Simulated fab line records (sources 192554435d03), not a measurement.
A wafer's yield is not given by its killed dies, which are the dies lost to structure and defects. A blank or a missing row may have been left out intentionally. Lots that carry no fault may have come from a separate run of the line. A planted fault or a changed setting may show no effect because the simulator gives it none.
Which tool was responsible? || flow n5Finfet || 11 lots, 31 wafers sampled, at 4 steps of a route of 1938

## WHAT THE GAUGES READ, wafer by wafer
N5_BEOL_M6_INSPECT_58: inspects for defects (darkfield). Usual: rawDefectCount reads 72 (standard deviation 22).
{"lot": "L928", "measured": "day 8 20:50", "on": "defectInspect-02", "rawDefectCount": "99 61 82", "flag": ""}
{"lot": "L929", "measured": "day 9 10:37", "on": "defectInspect-01", "rawDefectCount": "73 51", "flag": ""}
{"lot": "L932", "measured": "day 9 17:31", "on": "defectInspect-02", "rawDefectCount": "84 83 82", "flag": ""}
{"lot": "L933", "measured": "day 10 05:29", "on": "defectInspect-02", "rawDefectCount": "117 73 99", "flag": ""}
{"lot": "L935", "measured": "day 10 14:31", "on": "defectInspect-01", "rawDefectCount": "79 43 47", "flag": ""}
{"lot": "L942", "measured": "day 12 03:52", "on": "defectInspect-01", "rawDefectCount": "58 58 101", "flag": ""}
{"lot": "L943", "measured": "day 13 02:13", "on": "defectInspect-01", "rawDefectCount": "39 40 50", "flag": ""}
{"lot": "L946", "measured": "day 13 11:03", "on": "defectInspect-02", "rawDefectCount": "102 91 72", "flag": ""}
{"lot": "L949", "measured": "day 14 00:08", "on": "defectInspect-02", "rawDefectCount": "80 62 108", "flag": ""}
{"lot": "L945", "measured": "day 14 06:04", "on": "defectInspect-02", "rawDefectCount": "96 55", "flag": ""}
{"lot": "L950", "measured": "day 14 18:38", "on": "defectInspect-01", "rawDefectCount": "98 78 58", "flag": ""}

N5_BEOL_M7_THK_MEAS_01. Usual: for M7_ILD_THK the level is 155.5 nm and the standard deviation is 2.4.
{"lot": "L928", "measured": "day 8 21:27", "on": "filmMetro-01", "M7_ILD_THK (nm)": "156.1 156.1 158.4", "flag": ""}
{"lot": "L929", "measured": "day 9 11:14", "on": "filmMetro-02", "M7_ILD_THK (nm)": "153.6 154.5", "flag": ""}
{"lot": "L932", "measured": "day 9 18:08", "on": "filmMetro-01", "M7_ILD_THK (nm)": "183.6 178.7 184.5", "flag": "OFF"}
{"lot": "L933", "measured": "day 10 06:06", "on": "filmMetro-02", "M7_ILD_THK (nm)": "179.0 181.2 180.6", "flag": "OFF"}
{"lot": "L935", "measured": "day 10 15:07", "on": "filmMetro-02", "M7_ILD_THK (nm)": "182.7 184.0 183.1", "flag": "OFF"}
{"lot": "L942", "measured": "day 12 05:28", "on": "filmMetro-01", "M7_ILD_THK (nm)": "153.3 157.6 156.9", "flag": ""}
{"lot": "L943", "measured": "day 13 02:50", "on": "filmMetro-02", "M7_ILD_THK (nm)": "154.5 153.5 158.3", "flag": ""}
{"lot": "L946", "measured": "day 13 11:40", "on": "filmMetro-01", "M7_ILD_THK (nm)": "152.8 151.1 154.6", "flag": ""}
{"lot": "L949", "measured": "day 14 02:35", "on": "filmMetro-01", "M7_ILD_THK (nm)": "151.5 154.4 153.3", "flag": ""}
{"lot": "L945", "measured": "day 14 06:40", "on": "filmMetro-02", "M7_ILD_THK (nm)": "152.5 158.1", "flag": ""}
{"lot": "L950", "measured": "day 14 19:43", "on": "filmMetro-02", "M7_ILD_THK (nm)": "153.7 156.0 159.6", "flag": ""}

## WHICH TOOL RAN EACH LOT (tool, then ch and the chambers of the sampled wafers, then the start)
{"lot": "L928", "N5_BEOL_M6_CMP_52": "cmp-04 ch 1,2,3, day 8 20:23", "N5_BEOL_M7_CURE_74": "uvCure-02 ch 1, day 8 20:56"}
{"lot": "L929", "N5_BEOL_M6_CMP_52": "cmp-04 ch 0,1, day 9 10:08", "N5_BEOL_M7_CURE_74": "uvCure-01 ch 1, day 9 10:43"}
{"lot": "L932", "N5_BEOL_M6_CMP_52": "cmp-02 ch 0,1,3, day 9 17:02", "N5_BEOL_M7_CURE_74": "uvCure-02 ch 1, day 9 17:37"}
{"lot": "L933", "N5_BEOL_M6_CMP_52": "cmp-02 ch 1,2,3, day 10 05:07", "N5_BEOL_M7_CURE_74": "uvCure-02 ch 1, day 10 05:40"}
{"lot": "L935", "N5_BEOL_M6_CMP_52": "cmp-02 ch 0,1,2, day 10 14:10", "N5_BEOL_M7_CURE_74": "uvCure-01 ch 2, day 10 14:51"}
{"lot": "L942", "N5_BEOL_M6_CMP_52": "cmp-04 ch 0,1,2, day 12 03:28", "N5_BEOL_M7_CURE_74": "uvCure-03 ch 0, day 12 04:57"}
{"lot": "L943", "N5_BEOL_M6_CMP_52": "cmp-03 ch 1,3, day 13 01:48", "N5_BEOL_M7_CURE_74": "uvCure-01 ch 1, day 13 02:19"}
{"lot": "L946", "N5_BEOL_M6_CMP_52": "cmp-04 ch 0,1,3, day 13 10:38", "N5_BEOL_M7_CURE_74": "uvCure-03 ch 2, day 13 11:09"}
{"lot": "L949", "N5_BEOL_M6_CMP_52": "cmp-04 ch 1,2,3, day 13 23:45", "N5_BEOL_M7_CURE_74": "uvCure-02 ch 1, day 14 02:14"}
{"lot": "L945", "N5_BEOL_M6_CMP_52": "cmp-02 ch 0,1, day 14 05:39", "N5_BEOL_M7_CURE_74": "uvCure-02 ch 0, day 14 06:10"}
{"lot": "L950", "N5_BEOL_M6_CMP_52": "cmp-03 ch 0,1,2, day 14 18:17", "N5_BEOL_M7_CURE_74": "uvCure-02 ch 1, day 14 18:44"}
- N5_BEOL_M6_CMP_52: polishes, stops on SiCOH lowk, t overpolish 6.9 s, target thk 80 nm.
- N5_BEOL_M7_CURE_74: cures SiCOH lowk, time 240 s.

## AS READ BY THE TOOLS THEMSELVES (means over the sampled wafers that have a number; for cases with no such wafer, the mark the record gives instead)
N5_BEOL_M6_CMP_52. Usual: barrierFieldEndpointS 28.9 s, standard deviation 0.86; edgeZonePressureFrac 1.000, standard deviation 0.0051; motorCurrentA 6.0 A, standard deviation 0.64; overpolishRunS 6.901 s, standard deviation 0.0097; slurryFlowMlMin 149.9, standard deviation 0.48; timeToEndpointS 61 s, standard deviation 3.5.
{"lot": "L928", "tool": "cmp-04", "barrierFieldEndpointS (s)": 28.7, "edgeZonePressureFrac": 1.000, "motorCurrentA (A)": 6.0, "overpolishRunS (s)": 6.905, "slurryFlowMlMin": 149.4, "timeToEndpointS (s)": 65, "flag": ""}
{"lot": "L929", "tool": "cmp-04", "barrierFieldEndpointS (s)": 28.4, "edgeZonePressureFrac": 0.997, "motorCurrentA (A)": 5.1, "overpolishRunS (s)": 6.907, "slurryFlowMlMin": 149.8, "timeToEndpointS (s)": 59, "flag": ""}
{"lot": "L932", "tool": "cmp-02", "barrierFieldEndpointS (s)": 29.0, "edgeZonePressureFrac": 0.997, "motorCurrentA (A)": 6.6, "overpolishRunS (s)": 6.904, "slurryFlowMlMin": 149.4, "timeToEndpointS (s)": 62, "flag": ""}
{"lot": "L933", "tool": "cmp-02", "barrierFieldEndpointS (s)": 28.5, "edgeZonePressureFrac": 1.002, "motorCurrentA (A)": 6.4, "overpolishRunS (s)": 6.901, "slurryFlowMlMin": 150.2, "timeToEndpointS (s)": 60, "flag": ""}
{"lot": "L935", "tool": "cmp-02", "barrierFieldEndpointS (s)": 28.8, "edgeZonePressureFrac": 0.999, "motorCurrentA (A)": 6.6, "overpolishRunS (s)": 6.903, "slurryFlowMlMin": 150.8, "timeToEndpointS (s)": 58, "flag": ""}
{"lot": "L942", "tool": "cmp-04", "barrierFieldEndpointS (s)": 29.2, "edgeZonePressureFrac": 1.001, "motorCurrentA (A)": 5.7, "overpolishRunS (s)": 6.903, "slurryFlowMlMin": 149.7, "timeToEndpointS (s)": 63, "flag": ""}
{"lot": "L943", "tool": "cmp-03", "barrierFieldEndpointS (s)": 28.1, "edgeZonePressureFrac": 0.996, "motorCurrentA (A)": 5.5, "overpolishRunS (s)": 6.897, "slurryFlowMlMin": 150.3, "timeToEndpointS (s)": 57, "flag": ""}
{"lot": "L946", "tool": "cmp-04", "barrierFieldEndpointS (s)": 29.7, "edgeZonePressureFrac": 0.999, "motorCurrentA (A)": 5.5, "overpolishRunS (s)": 6.905, "slurryFlowMlMin": 149.8, "timeToEndpointS (s)": 62, "flag": ""}
{"lot": "L949", "tool": "cmp-04", "barrierFieldEndpointS (s)": 29.7, "edgeZonePressureFrac": 1.004, "motorCurrentA (A)": 6.0, "overpolishRunS (s)": 6.906, "slurryFlowMlMin": 150.0, "timeToEndpointS (s)": 63, "flag": ""}
{"lot": "L945", "tool": "cmp-02", "barrierFieldEndpointS (s)": 28.1, "edgeZonePressureFrac": 1.003, "motorCurrentA (A)": 6.8, "overpolishRunS (s)": 6.899, "slurryFlowMlMin": 150.0, "timeToEndpointS (s)": 58, "flag": ""}
{"lot": "L950", "tool": "cmp-03", "barrierFieldEndpointS (s)": 28.0, "edgeZonePressureFrac": 0.999, "motorCurrentA (A)": 6.3, "overpolishRunS (s)": 6.898, "slurryFlowMlMin": 149.9, "timeToEndpointS (s)": 58, "flag": ""}

N5_BEOL_M7_CURE_74. Usual: lampPowerPct 52.32 %, standard deviation 0.057; runLengthS 286.2 s, standard deviation 1.1; wafer_temp_C_max 386.8, standard deviation 0.57.
{"lot": "L928", "tool": "uvCure-02", "lampPowerPct (%)": 52.30, "runLengthS (s)": 285.9, "wafer_temp_C_max": 386.9, "flag": ""}
{"lot": "L929", "tool": "uvCure-01", "lampPowerPct (%)": 52.28, "runLengthS (s)": 286.2, "wafer_temp_C_max": 386.0, "flag": ""}
{"lot": "L932", "tool": "uvCure-02", "lampPowerPct (%)": "-", "runLengthS (s)": "-", "wafer_temp_C_max": "-", "flag": "OFF"}
{"lot": "L933", "tool": "uvCure-02", "lampPowerPct (%)": "-", "runLengthS (s)": "-", "wafer_temp_C_max": "-", "flag": "OFF"}
{"lot": "L935", "tool": "uvCure-01", "lampPowerPct (%)": "-", "runLengthS (s)": "-", "wafer_temp_C_max": "-", "flag": "OFF"}
{"lot": "L942", "tool": "uvCure-03", "lampPowerPct (%)": 52.36, "runLengthS (s)": 286.2, "wafer_temp_C_max": 385.9, "flag": ""}
{"lot": "L943", "tool": "uvCure-01", "lampPowerPct (%)": 52.30, "runLengthS (s)": 286.3, "wafer_temp_C_max": 386.4, "flag": ""}
{"lot": "L946", "tool": "uvCure-03", "lampPowerPct (%)": 52.39, "runLengthS (s)": 285.3, "wafer_temp_C_max": 386.5, "flag": ""}
{"lot": "L949", "tool": "uvCure-02", "lampPowerPct (%)": 52.30, "runLengthS (s)": 285.9, "wafer_temp_C_max": 386.6, "flag": ""}
{"lot": "L945", "tool": "uvCure-02", "lampPowerPct (%)": 52.33, "runLengthS (s)": 286.3, "wafer_temp_C_max": 386.2, "flag": ""}
{"lot": "L950", "tool": "uvCure-02", "lampPowerPct (%)": 52.36, "runLengthS (s)": 289.6, "wafer_temp_C_max": 387.0, "flag": "OFF"}

## THE ANSWER, worked out from the rows above alone
Rule: take the mean of a lot's wafers that have a number; if it is more than 3 standard deviations from the usual mean, the lot is off. Also off: a lot with no number at a reading for which 4 or more lots have one. The other lots that the step has rows for count as sound. The gauges are gone through in route order, then the tools' own readings, and for those a lot's mean is taken as printed above. The first step at which some lot is off is used, and at that step the reading that is off furthest; a lot without a number counts as furthest.
Off: L932, L933, L935, seen at N5_BEOL_M7_THK_MEAS_01 (M7_ILD_THK).
If a tool, at a process step before that reading, ran all the lots that are off and no sound lot after the first of them, it fits. Not tried: the gauges at N5_BEOL_M7_THK_MEAS_01; whatever is off there is also off at N5_BEOL_M7_CURE_74, on other tools, and gauge error can't account for it. None of those tried fits.

## WHAT THE SIMULATOR HAD INSERTED
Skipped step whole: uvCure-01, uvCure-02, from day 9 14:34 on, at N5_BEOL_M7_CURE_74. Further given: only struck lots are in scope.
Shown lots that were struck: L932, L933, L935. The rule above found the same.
